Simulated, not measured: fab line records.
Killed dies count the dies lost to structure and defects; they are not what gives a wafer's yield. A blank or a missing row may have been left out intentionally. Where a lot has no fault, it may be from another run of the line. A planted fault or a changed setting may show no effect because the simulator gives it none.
fab line records	flow nandHarc
record: lots: 6	wafers: 18	lastDay: 23
route steps=1159 shown THIN_TSV@1117 END@1158
lots with no fault: from the same line, run without faults
startH: hours from the record's first day to the start of the lot's first wafer shown	waitH: how many hours have passed since the lot's step before this one	" repeats the value in the row above	L1.1+2: a single row standing in for several wafers	- either no value or no given start	* or withheld: withheld	< > ~ a bound
route shown NAME@n: NAME is a module with steps in the file, n the number in the route of the first one	usual: mean and standard deviation over wafers with no fault	same: alike in all rows	chamber/n: place in a boat	sites: per-site readings	_std_site: their standard deviation	_edge_site: outer sites' mean less inner sites'	radiusMm: how far each site lies from the wafer's centre	mask NAME#n: copy n	behind: the tool/chamber that last shaped the wafer	hold: reason for holding the lot/hours on hold/outcome of the hold	device: transistor that didn't switch, given as n, p or np	end of line: the route-end tests of the same wafers	a step given without rows: its recipe and nothing more	killed: the dies lost at the first sort to structure and to defects; this is not the yield of the wafer	map: a wafer's dies, marking killed ones x, the rest . and places with no die _
set.NAME: the setting the step ran with; set.NAME@STEP: the setting that earlier step ran with	model.NAME: the simulator's own value behind a step, which no gauge read
lots at some steps of the route; a table a step, a row a wafer
services: a tool's chamber out of use, with start hour (startH, from the record's first day; less than 0 if before it), hours out, and reason
== steps ==
step: NHARC_THIN_TSV_HARDBAKE_13
recipe: tempC: 125	timeS: 80
step: NHARC_THIN_TSV_DESCUM_14
recipe: timeS: 3	o2FlowSccm: 200	arFlowSccm: 0	biasPowerW: 0	chemistry: O2
step: NHARC_THIN_TSV_ETCH_44
recipe: targetDepthA: 15942	timeS: 797.1	cf4FlowSccm: 150	o2FlowSccm: 10	arFlowSccm: 0	rfW: 300	biasW: 800	chemistry: CF4/O2
step: NHARC_THIN_TSV_ETCH_15
recipe: targetDepthA: 30000	boschTargetOveretchCycles: 2	boschEtchStepS: 2.8	boschDepStepS: 1.2	boschCycles: 14
step: NHARC_THIN_TSV_CD_MEAS_16
usual: cdNm: 1000.5/1.7
lot.wafer	tool	chamber	startH	waitH	cdNm
L248.2	cdSem-02	-	432.99	0.1	1002.1
L248.4	"	-	"	"	1002.1
L248.6	"	-	"	"	1001.7
L246.2	cdSem-01	-	434.94	0.1	998.3
L246.3	"	-	"	"	998.9
L246.5	"	-	"	"	1000.8
L257.1	cdSem-02	-	492.28	0.1	1003.3
L257.2	"	-	"	"	1003.3
L257.3	"	-	"	"	1003.0
L258.1	cdSem-02	-	493.61	0.1	1001.6
L258.3	"	-	"	"	1001.0
L258.5	"	-	"	"	1005.2
L261.2	cdSem-03	-	503.10	0.1	997.6
L261.3	"	-	"	"	999.5
L261.6	"	-	"	"	1000.6
L267.1	cdSem-03	-	541.30	0.1	1001.4
L267.3	"	-	"	"	1003.1
L267.4	"	-	"	"	1000.9
step: NHARC_THIN_TSV_STRIP_45
recipe: powerW: 1500	tempC: 250	chemistry: O2
step: NHARC_THIN_TSV_STRIP_46
recipe: timeS: 1200	tempC: 72.5	chemistry: postEtchResidueRemover
step: NHARC_THIN_TSV_DEP_47
recipe: targetThkA: 2000	tempC: withheld	pressureTorr: 6.5	rfW: 900	teosFlowSccm: 161.4	flowSccm: 2650	targetThkNm: 200	gas: O2	material: SiO2
step: NHARC_THIN_TSV_ETCHBACK_48
recipe: targetDepthA: 10285	overEtchFrac: 0.3	timeS: 405.17	ionEnergyEv: 250	c4f8FlowSccm: withheld	arFlowSccm: withheld	rfW: 600	biasW: 300	chemistry: C4F8/Ar
step: NHARC_THIN_TSV_STRIP_62
recipe: powerW: 1500	tempC: 250	timeS: 20	chemistry: N2/H2
step: NHARC_THIN_TSV_DEGAS_49
recipe: tempC: 300	timeS: 120
usual: heaterPowerW: 459/53
lot.wafer	tool	chamber	startH	waitH	heaterPowerW
L248.4	pvdSputter-02	-	434.82	0.1	464
L248.2	"	-	"	"	349
L248.6	"	-	"	"	454
L246.3	pvdSputter-01	-	436.76	0.1	443
L246.2	"	-	"	"	526
L246.5	"	-	"	"	458
L257.1	pvdSputter-02	-	494.09	0.1	473
L257.2	"	-	"	"	455
L257.3	"	-	"	"	491
L258.1	pvdSputter-02	-	495.43	0.1	472
L258.3	"	-	"	"	343
L258.5	"	-	"	"	346
L261.3	pvdSputter-01	-	505.45	0.1	398
L261.2	"	-	"	"	455
L261.6	"	-	"	"	385
L267.4	pvdSputter-01	-	543.10	0.1	487
L267.3	"	-	"	"	453
L267.1	"	-	"	"	391
step: NHARC_THIN_TSV_PRE_CLEAN_50
recipe: timeS: 30	tempC: 280	gas: H2/He
step: NHARC_THIN_TSV_PVD_19
recipe: targetThkA: 200	chamberPressurePa: 5	material: TaN
usual: throttleValvePct: 30.1/1.4
lot.wafer	tool	chamber	startH	waitH	throttleValvePct
L248.4	pvdSputter-02	-	434.96	-	30.0
L248.2	"	-	"	"	31.1
L248.6	"	-	"	"	29.9
L246.3	pvdSputter-01	-	436.91	-	30.5
L246.2	"	-	"	"	31.1
L246.5	"	-	"	"	31.3
L257.2	pvdSputter-02	-	494.25	-	28.6
L257.3	"	-	"	"	31.2
L257.1	"	-	"	"	31.4
L258.1	pvdSputter-02	-	495.58	-	30.1
L258.3	"	-	"	"	31.1
L258.5	"	-	"	"	30.0
L261.3	pvdSputter-01	-	505.63	-	28.9
L261.2	"	-	"	"	30.8
L261.6	"	-	"	"	31.2
L267.1	pvdSputter-01	-	543.26	-	31.9
L267.3	"	-	"	"	28.6
L267.4	"	-	"	"	30.7
step: NHARC_THIN_TSV_PVD_51
recipe: targetThkA: 1000	chamberPressurePa: 5	material: Cu
usual: throttleValvePct: 30.0/1.3
lot.wafer	tool	chamber	startH	waitH	throttleValvePct
L248.4	pvdSputter-02	-	-	-	31.6
L248.2	"	-	"	"	31.0
L248.6	"	-	"	"	31.5
L246.2	pvdSputter-01	-	-	-	28.6
L246.3	"	-	"	"	31.3
L246.5	"	-	"	"	30.9
L257.3	pvdSputter-02	-	-	-	29.9
L257.2	"	-	"	"	28.5
L257.1	"	-	"	"	31.3
L258.3	pvdSputter-02	-	-	-	30.1
L258.1	"	-	"	"	31.4
L258.5	"	-	"	"	28.2
L261.2	pvdSputter-01	-	-	-	28.9
L261.3	"	-	"	"	28.9
L261.6	"	-	"	"	28.9
L267.4	pvdSputter-01	-	-	-	30.4
L267.1	"	-	"	"	28.4
L267.3	"	-	"	"	28.8
step: NHARC_THIN_TSV_ECD_20
recipe: targetThkA: 20000	material: Cu
step: NHARC_THIN_TSV_ANNEAL_52
recipe: tempC: 225	timeS: 90
step: NHARC_THIN_TSV_CMP_21
recipe: tOverpolishS: 30	targetThkNm: 2000
step: NHARC_THIN_TSV_SRD_23
step: NHARC_THIN_TSV_DEGAS_53
recipe: tempC: 300	timeS: 60
usual: heaterPowerW: 458/55
lot.wafer	tool	chamber	startH	waitH	heaterPowerW
L248.4	pvdSputter-03	-	436.78	0.1	507
L248.2	"	-	"	"	495
L248.6	"	-	"	"	514
L246.3	pvdSputter-03	-	438.79	0.1	507
L246.2	"	-	"	"	388
L246.5	"	-	"	"	499
L257.3	pvdSputter-01	-	496.11	0.1	455
L257.1	"	-	"	"	462
L257.2	"	-	"	"	393
L258.1	pvdSputter-03	-	497.58	0.1	517
L258.3	"	-	"	"	523
L258.5	"	-	"	"	506
L261.3	pvdSputter-01	-	507.47	0.1	465
L261.2	"	-	"	"	523
L261.6	"	-	"	"	454
L267.4	pvdSputter-01	-	545.08	0.1	448
L267.3	"	-	"	"	393
L267.1	"	-	"	"	473
step: NHARC_THIN_TSV_PRE_CLEAN_54
recipe: timeS: 30	tempC: 280	gas: H2/He
usual: heaterPowerW: 406/46
lot.wafer	tool	chamber	startH	waitH	heaterPowerW
L248.4	pvdSputter-03	-	436.87	0.1	447
L248.2	"	-	"	"	447
L248.6	"	-	"	"	441
L246.2	pvdSputter-03	-	438.87	0.0	451
L246.3	"	-	"	"	342
L246.5	"	-	"	"	460
L257.2	pvdSputter-01	-	496.17	0.0	405
L257.3	"	-	"	"	348
L257.1	"	-	"	"	409
L258.3	pvdSputter-03	-	497.66	0.0	443
L258.1	"	-	"	"	352
L258.5	"	-	"	"	456
L261.3	pvdSputter-01	-	507.56	0.1	400
L261.2	"	-	"	"	343
L261.6	"	-	"	"	452
L267.3	pvdSputter-01	-	545.17	0.1	341
L267.1	"	-	"	"	418
L267.4	"	-	"	"	406
step: NHARC_THIN_TSV_PVD_55
recipe: targetThkA: 500	material: TiN
step: NHARC_THIN_TSV_PVD_24
recipe: targetThkA: 8000	powerW: withheld	chamberPressurePa: withheld	substrateTempC: withheld	timeS: withheld	gas: Ar	material: Al
step: NHARC_THIN_TSV_DEHYDRATE_25
recipe: tempC: 150	timeS: 120
step: NHARC_THIN_TSV_HMDS_26
recipe: timeS: 30
step: NHARC_THIN_TSV_COAT_27
recipe: spinRpm: *
step: NHARC_THIN_TSV_SOFTBAKE_28
recipe: tempC: 122	timeS: 95
step: NHARC_THIN_TSV_EBR_29
step: NHARC_THIN_TSV_EXPOSE_30
recipe: na: 0.55	doseMj: 11.47	maskId: PAD
step: NHARC_THIN_TSV_PEB_31
recipe: pebTempC: 118	pebTimeS: 85
step: NHARC_THIN_TSV_DEVELOP_32
recipe: timeS: 70
step: NHARC_THIN_TSV_CD_MEAS_33
recipe: targetCdNm: 5000	landingEnergyEv: 500
usual: cdNm: 4999.5/1.8
lot.wafer	tool	chamber	startH	waitH	cdNm
L248.2	cdSem-02	0	437.80	-	5000.4
L248.4	"	0	"	"	5001.7
L248.6	"	0	"	"	5001.5
L246.2	cdSem-01	0	439.93	-	5003.2
L246.3	"	0	"	"	5000.1
L246.5	"	0	"	"	4999.1
L257.1	cdSem-01	0	497.11	-	5000.8
L257.2	"	0	"	"	4999.5
L257.3	"	0	"	"	5000.2
L258.1	cdSem-03	0	498.75	-	5000.5
L258.3	"	0	"	"	4998.7
L258.5	"	0	"	"	5000.8
L261.2	cdSem-03	0	508.49	-	4999.4
L261.3	"	0	"	"	4999.0
L261.6	"	0	"	"	5000.3
L267.1	cdSem-03	0	546.23	-	5000.8
L267.3	"	0	"	"	5001.3
L267.4	"	0	"	"	4999.7
step: NHARC_THIN_TSV_HARDBAKE_34
recipe: tempC: 125	timeS: 80
step: NHARC_THIN_TSV_DESCUM_35
recipe: timeS: 3	o2FlowSccm: 200	arFlowSccm: 0	biasPowerW: 0	chemistry: O2
step: NHARC_THIN_TSV_ETCH_59
recipe: targetDepthA: 8800	icpW: 900	biasW: 100	Cl2_flow_sccm: 60	bcl3FlowSccm: 30	timeS: 138.1	chemistry: Cl2/BCl3
step: NHARC_THIN_TSV_ETCH_36
recipe: targetDepthA: 650	overEtchFrac: 0.3	timeS: 18.571	ionEnergyEv: 150	chemistry: Cl2/BCl3
step: NHARC_THIN_TSV_STRIP_56
recipe: powerW: 1500	tempC: 250	chemistry: O2
usual: drypumpMotorCurrentA: 5.6/0.42	heaterPowerW: 297/36	rfReflPowerW: 25/16
lot.wafer	tool	chamber	startH	waitH	drypumpMotorCurrentA	heaterPowerW	rfHoursCounterH	rfReflPowerW
L248.2	plasmaAsher-02	0	438.51	0.2	5.3	285	22	50
L248.4	"	1	"	"	5.8	297	-	10
L248.6	"	0	"	"	5.3	287	-	49
L246.2	plasmaAsher-02	1	440.63	0.1	5.8	291	23	9
L246.3	"	1	"	"	5.8	295	-	9
L246.5	"	1	"	"	5.9	295	-	9
L257.2	plasmaAsher-01	1	497.79	0.1	6.1	349	11	31
L257.1	"	0	"	"	5.1	259	11	13
L257.3	"	0	"	"	5.1	258	-	14
L258.1	plasmaAsher-02	0	499.47	0.1	5.2	288	45	49
L258.3	"	0	"	"	5.2	290	-	49
L258.5	"	0	"	"	5.2	287	-	49
L261.2	plasmaAsher-01	0	509.13	0.1	5.1	254	15	-
L261.3	"	0	"	"	5.1	252	-	-
L261.6	"	0	"	"	5.1	257	-	-
L267.1	plasmaAsher-01	1	546.99	0.2	6.2	349	28	-
L267.3	"	0	"	"	5.1	255	-	-
L267.4	"	1	"	"	6.1	359	-	-
step: NHARC_THIN_TSV_STRIP_57
recipe: timeS: 1200	tempC: 72.5	chemistry: postEtchResidueRemover
step: NHARC_THIN_TSV_CD_MEAS_37
usual: cdNm: 4999.9/2.8
lot.wafer	tool	chamber	startH	waitH	cdNm
L248.2	cdSem-01	-	439.26	-	5002.9
L248.4	"	-	"	"	5004.4
L248.6	"	-	"	"	5003.6
L246.2	cdSem-02	-	441.38	-	5002.0
L246.3	"	-	"	"	4999.9
L246.5	"	-	"	"	5001.6
L257.1	cdSem-03	-	498.59	-	5003.6
L257.2	"	-	"	"	5004.1
L257.3	"	-	"	"	5003.4
L258.1	cdSem-02	-	500.21	-	5001.7
L258.3	"	-	"	"	5001.4
L258.5	"	-	"	"	5006.0
L261.2	cdSem-01	-	509.92	-	4996.9
L261.3	"	-	"	"	4999.2
L261.6	"	-	"	"	5000.9
L267.1	cdSem-02	-	547.73	-	5002.7
L267.3	"	-	"	"	5004.5
L267.4	"	-	"	"	5000.2
step: NHARC_THIN_TSV_ANNEAL_58
recipe: tempC: 400	timeS: 1800
step: NHARC_END_WLT_00
usual: VT_DECK1_BOTTOM: 0.872/0.0074	VT_DECK1_BOTTOM_INNER: 0.872/0.0064	VT_DECK1_MEDIAN_NEAR_BOTTOM: 0.874/0.007	VT_DECK1_MEDIAN_NEAR_BOTTOM_INNER: 0.873/0.0068	VT_DECK1_MIDDLE: 0.885/0.0066	VT_DECK1_MIDDLE_INNER: 0.884/0.007	VT_DECK1_TOP: 0.896/0.0066	VT_DECK1_TOP_INNER: 0.896/0.0061
lot.wafer	tool	chamber	startH	waitH	VT_DECK1_BOTTOM	VT_DECK1_BOTTOM_INNER	VT_DECK1_MEDIAN_NEAR_BOTTOM	VT_DECK1_MEDIAN_NEAR_BOTTOM_INNER	VT_DECK1_MIDDLE	VT_DECK1_MIDDLE_INNER	VT_DECK1_TOP	VT_DECK1_TOP_INNER
L248.2	prober-01	-	446.03	0.5	0.882	0.876	0.877	0.885	0.891	0.885	0.903	0.901
L248.4	"	-	"	"	0.876	0.879	0.882	0.880	0.889	0.892	0.909	0.907
L248.6	"	-	448.02	2.5	0.888	0.891	0.888	0.882	0.895	0.888	0.904	0.906
L246.2	prober-02	-	446.03	0.5	0.858	0.858	0.861	0.860	0.880	0.882	0.878	0.888
L246.3	"	-	"	"	0.856	0.861	0.858	0.866	0.872	0.872	0.891	0.890
L246.5	"	-	447.54	2.1	0.860	0.866	0.875	0.863	0.878	0.870	0.889	0.891
L258.1	prober-01	-	502.85	0.0	0.869	0.870	0.873	0.872	0.879	0.889	0.885	0.889
L258.3	"	-	503.86	1.1	0.864	0.865	0.863	0.862	0.883	0.880	0.883	0.882
L258.5	"	-	504.87	2.1	0.869	0.862	0.873	0.874	0.880	0.879	0.885	0.879
L257.1	prober-01	-	510.63	7.8	0.863	0.869	0.872	0.877	0.883	0.881	0.896	0.902
L257.2	"	-	"	"	0.870	0.876	0.870	0.876	0.882	0.881	0.893	0.890
L257.3	"	-	"	"	0.873	0.870	0.867	0.864	0.882	0.889	0.892	0.901
L261.2	prober-01	-	518.87	4.5	0.874	0.869	0.879	0.871	0.884	0.885	0.907	0.898
L261.3	"	-	"	"	0.881	0.866	0.886	0.875	0.884	0.887	0.895	0.889
L261.6	"	-	520.91	6.6	0.867	0.870	0.876	0.876	0.890	0.888	0.901	0.891
L267.1	prober-02	-	552.23	0.1	0.877	0.885	0.886	0.884	0.895	0.886	0.900	0.903
L267.3	"	-	553.24	1.1	0.881	0.874	0.881	0.876	0.895	0.896	0.902	0.903
L267.4	"	-	"	"	0.874	0.871	0.878	0.872	0.878	0.895	0.902	0.899
step: NHARC_END_SORT_01
recipe: tempC: 25
usual: defectLimitedYield: 95.1/1.6	killedAtArray: 29/11	killedAtOther: 0.7/1.1	killedAtPeriphery: 2.9/2.2	killedDies: 33/11	killedOpen: 3.1/1.8	killedShort: 1.9/1.4	sort_bin_2_pct: 1.6/0.64	sort_bin_3_pct: 0.26/0.18	sort_bin_4_pct: 3.1/1.1	sortNPass: 644/11	sortRimYieldPct: 95.7/2.8	sortYieldPct: 95.1/1.6
same: grossDies: 677	sort_bin_5_pct[%]: 0	sort_bin_6_pct[%]: 0	sort_bin_7_pct[%]: 0	sort_bin_8_pct[%]: 0	sortRimNGross: 106.00
lot.wafer	tool	chamber	startH	waitH	defectLimitedYield[%]	killedAtArray	killedAtOther	killedAtPeriphery	killedDies	killedOpen	killedShort	sort_bin_2_pct[%]	sort_bin_3_pct[%]	sort_bin_4_pct[%]	sortNPass	sortRimYieldPct[%]	sortYieldPct[%]
L248.2	prober-01	0	449.31	2.8	95.6	24	1	5	30	0	2	1.2	0.15	3.1	647	97.2	95.6
L248.4	prober-01	0	450.90	3.4	94.2	32	1	6	39	4	3	2.2	0.44	3.1	638	93.4	94.2
L248.6	prober-01	0	452.49	4.0	95.1	31	0	2	33	0	1	1.0	0	3.8	644	96.2	95.1
L246.2	prober-02	0	449.36	2.8	93.5	38	0	6	44	6	4	1.6	0.44	4.4	633	93.4	93.5
L246.3	prober-02	0	450.17	3.1	95.0	31	1	2	34	4	2	1.6	0.30	3.1	643	98.1	95.0
L246.5	prober-02	0	451.79	3.8	95.0	30	0	4	34	4	3	1.8	0	3.2	643	97.2	95.0
L258.1	prober-01	0	505.88	2.5	95.4	29	0	2	31	3	2	0.7	0.15	3.7	646	94.3	95.4
L258.3	prober-01	0	507.46	3.1	91.9	20	34	1	55	1	2	3.8	1.62	2.7	622	84.0	91.9
L258.5	prober-01	0	509.05	3.7	95.7	27	0	2	29	5	1	1.0	0.15	3.1	648	91.5	95.7
L257.1	prober-01	0	513.60	2.5	94.5	33	1	3	37	3	1	1.5	0.15	3.8	640	95.3	94.5
L257.2	prober-01	0	514.39	2.8	96.8	21	0	1	22	4	1	1.0	0.15	2.1	655	97.2	96.8
L257.3	prober-01	0	515.19	3.1	91.6	27	27	3	57	1	0	3.5	1.48	3.4	620	83.0	91.6
L261.2	prober-01	0	522.21	2.8	92.8	45	2	2	49	5	0	3.0	0.15	4.1	628	98.1	92.8
L261.3	prober-01	0	523.01	3.1	93.5	39	2	3	44	2	1	1.9	0.59	4.0	633	94.3	93.5
L261.6	prober-01	0	525.39	4.0	92.5	45	3	3	51	4	2	3.1	0.15	4.3	626	97.2	92.5
killed by level:class
L248.2 A_CHANNEL_HOLE_D1:chamberFilmFlake=8 A_SLIT:chamberFilmFlake=8 A_CONTACT:chamberFilmFlake=4 A_WL_FILL:chamberFilmFlake=3 P_CONTACT:geometricParticle:short=2 P_STI:chamberFilmFlake=2 P_GATE:chamberFilmFlake=1 A_BLC:chamberFilmFlake=1
L246.2 A_CHANNEL_HOLE_D1:chamberFilmFlake=11 A_SLIT:chamberFilmFlake=10 A_STAIRCASE:chamberFilmFlake=5 P_GATE:chamberFilmFlake=3 A_CONTACT:chamberFilmFlake=3 P_M0:geometricParticle:short=2 A_SGD_CUT:chamberFilmFlake=2 P_M0:geometricParticle:open=1
L246.3 A_CHANNEL_HOLE_D1:chamberFilmFlake=14 A_SLIT:chamberFilmFlake=7 A_WL_FILL:geometricParticle:short=2 A_M0:geometricParticle:open=2 A_STAIRCASE:chamberFilmFlake=2 A_ONON_D1:geometricParticle:open=1 A_BLC:geometricParticle:open=1 P_CONTACT:chamberFilmFlake=1
L248.4 A_CHANNEL_HOLE_D1:chamberFilmFlake=12 A_SLIT:chamberFilmFlake=11 P_GATE:chamberFilmFlake=3 A_WL_FILL:geometricParticle:short=2 A_ZERO_WELL:chamberFilmFlake=2 P_CONTACT:geometricParticle:open=1 A_SOURCE_PLATE:geometricParticle:short=1 A_ONON_D1:geometricParticle:open=1
L246.5 A_SLIT:chamberFilmFlake=14 A_CHANNEL_HOLE_D1:chamberFilmFlake=8 A_STAIRCASE:chamberFilmFlake=2 P_CONTACT:geometricParticle:short=1 P_M0:geometricParticle:open=1 P_BONDPAD:geometricParticle:open=1 A_ONON_D1:geometricParticle:short=1 A_CONTACT:geometricParticle:open=1
L248.6 A_CHANNEL_HOLE_D1:chamberFilmFlake=14 A_SLIT:chamberFilmFlake=6 A_WL_FILL:chamberFilmFlake=4 A_CONTACT:chamberFilmFlake=2 A_BLC:chamberFilmFlake=2 A_BLC:geometricParticle:short=1 P_GATE:chamberFilmFlake=1 P_CONTACT:chamberFilmFlake=1
L258.1 A_CHANNEL_HOLE_D1:chamberFilmFlake=17 A_CHANNEL_FILL_D1:chamberFilmFlake=4 A_CONTACT:chamberFilmFlake=3 A_CONTACT:geometricParticle:open=2 P_CONTACT:geometricParticle:short=1 A_CHANNEL_FILL_D1:geometricParticle:short=1 A_BLC:geometricParticle:open=1 P_ZERO_WELL:chamberFilmFlake=1
L258.3 THIN_TSV:unspecified=33 A_CHANNEL_HOLE_D1:chamberFilmFlake=15 A_STAIRCASE:chamberFilmFlake=2 P_M0:geometricParticle:short=1 A_CHANNEL_FILL_D1:geometricParticle:short=1 A_M0:geometricParticle:open=1 A_CONTACT:chamberFilmFlake=1 THIN_TSV:chamberFilmFlake=1
L258.5 A_CHANNEL_HOLE_D1:chamberFilmFlake=17 A_CONTACT:chamberFilmFlake=4 A_CONTACT:geometricParticle:open=2 P_M0:geometricParticle:short=1 A_SOURCE_PLATE:geometricParticle:open=1 A_CHANNEL_HOLE_D1:geometricParticle:open=1 A_M0:geometricParticle:open=1 P_GATE:chamberFilmFlake=1
L257.1 A_SLIT:chamberFilmFlake=15 A_CONTACT:chamberFilmFlake=5 A_ZERO_WELL:chamberFilmFlake=3 A_SGD_CUT:chamberFilmFlake=3 A_CHANNEL_HOLE_D1:chamberFilmFlake=3 A_CHANNEL_FILL_D1:chamberFilmFlake=2 P_GATE:geometricParticle:open=1 P_CONTACT:geometricParticle:open=1
L257.2 A_SLIT:chamberFilmFlake=8 A_CONTACT:chamberFilmFlake=3 A_M0:geometricParticle:open=2 A_CHANNEL_HOLE_D1:chamberFilmFlake=2 A_SGD_CUT:chamberFilmFlake=2 P_GATE:geometricParticle:open=1 A_CONTACT:geometricParticle:open=1 A_CONTACT:geometricParticle:short=1
L257.3 THIN_TSV:unspecified=25 A_SLIT:chamberFilmFlake=9 A_CONTACT:chamberFilmFlake=6 A_SGD_CUT:chamberFilmFlake=5 A_CHANNEL_HOLE_D1:chamberFilmFlake=4 A_STAIRCASE:chamberFilmFlake=2 THIN_TSV:chamberFilmFlake=2 P_CONTACT:geometricParticle:open=1
L261.2 A_CHANNEL_HOLE_D1:chamberFilmFlake=21 A_SLIT:chamberFilmFlake=16 A_SOURCE_PLATE:geometricParticle:open=2 A_CONTACT:geometricParticle:open=2 A_ZERO_WELL:chamberFilmFlake=2 THIN_TSV:chamberFilmFlake=2 P_M0:geometricParticle:open=1 P_GATE:chamberFilmFlake=1
L261.3 A_CHANNEL_HOLE_D1:chamberFilmFlake=19 A_SLIT:chamberFilmFlake=12 A_CONTACT:chamberFilmFlake=3 A_STAIRCASE:chamberFilmFlake=2 THIN_TSV:chamberFilmFlake=2 A_SGD_CUT:geometricParticle:short=1 A_BLC:geometricParticle:open=1 A_M0:geometricParticle:open=1
L261.6 A_CHANNEL_HOLE_D1:chamberFilmFlake=20 A_SLIT:chamberFilmFlake=13 A_STAIRCASE:chamberFilmFlake=4 THIN_TSV:chamberFilmFlake=3 A_BLC:geometricParticle:open=2 P_ZERO_WELL:chamberFilmFlake=2 A_SOURCE_PLATE:geometricParticle:short=1 A_WL_FILL:geometricParticle:open=1
map L257.3 (x killed, . not)
____________.____________
_________......._________
_______.x........._______
______...x.........______
_____......x........_____
____...x.............____
____.................____
___...................___
___x..................___
__....................x__
__xx............x......__
_...x..................._
_......x................_
_......................._
_......................._
_......................._
.........................
.........................
.........x...............
.........................
............x............
_...............x......x_
_......................._
_x............x........._
_.............x........._
_...........x.x..x......_
__.....................__
__..........xx.........__
___...................___
___.....x.............___
____..xxx............____
____....xx...x.......____
_____..xxxxx...x...._____
______xxxxxxxx.....______
_______xxxxxx....._______
_________xxxxxx._________
____________x____________
map L258.3 (x killed, . not)
____________.____________
_________...xx.._________
_______..........._______
______....x.x......______
_____.....xx.x......_____
____....x..x.xx......____
____.......xx........____
___.....x....x........___
___........x..........___
__.....................__
__...........x.........__
_......................._
_......................._
_......................._
_x.x...................._
_......................._
..x......................
.........................
.........................
.........................
x........................
_......................._
_......................._
_..x...................._
_......................._
_......................._
__.....................__
__.....................__
___...................___
___.......x...........___
____.................____
____....x.x..........____
_____.xxxxxx.x......_____
______xxxxxxxxx....______
_______xxxxxxx...._______
_________xxxxxx._________
____________x____________
== services ==
tool	chamber	startH	hours	kind
pvdSputter-02	-	411.04	2.2	repair
plasmaAsher-01	-	411.99	0.4	repair
plasmaAsher-01	-	453.00	9.0	pm
plasmaAsher-01	0	453.00	9.0	ventCycle
plasmaAsher-01	1	453.00	9.0	ventCycle
pvdSputter-01	-	458.60	0.9	repair
pvdSputter-03	-	459.21	10.0	pm
plasmaAsher-01	0	462.00	-	clean
plasmaAsher-01	1	462.00	-	clean
pvdSputter-03	-	481.22	5.5	repair
pvdSputter-01	-	483.70	3.6	repair
pvdSputter-01	-	514.03	10.0	pm
plasmaAsher-02	-	543.96	9.0	pm
plasmaAsher-02	0	543.96	9.0	ventCycle
plasmaAsher-02	1	543.96	9.0	ventCycle
== key ==
firstSign: step: NHARC_END_SORT_01	reading: killedAtOther	direction: up	sigmas: 26	usual: 0.7	struck: 30.5
moreKillsBornAt: NHARC_THIN_TSV_PVD_19@pvdSputter-02: 58
metAt NHARC_THIN_TSV_PVD_19
struckWafers L257.3,L258.3
onsetBetween 434.96 494.25
fault: kind: chamberParticleSource	tool: pvdSputter-02	chamber: -	onsetH: 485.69	steps: NHARC_THIN_TSV_PVD_19	ratePerVisitCm2: 1.2706	endH: 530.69	scope: struckWafersOnly
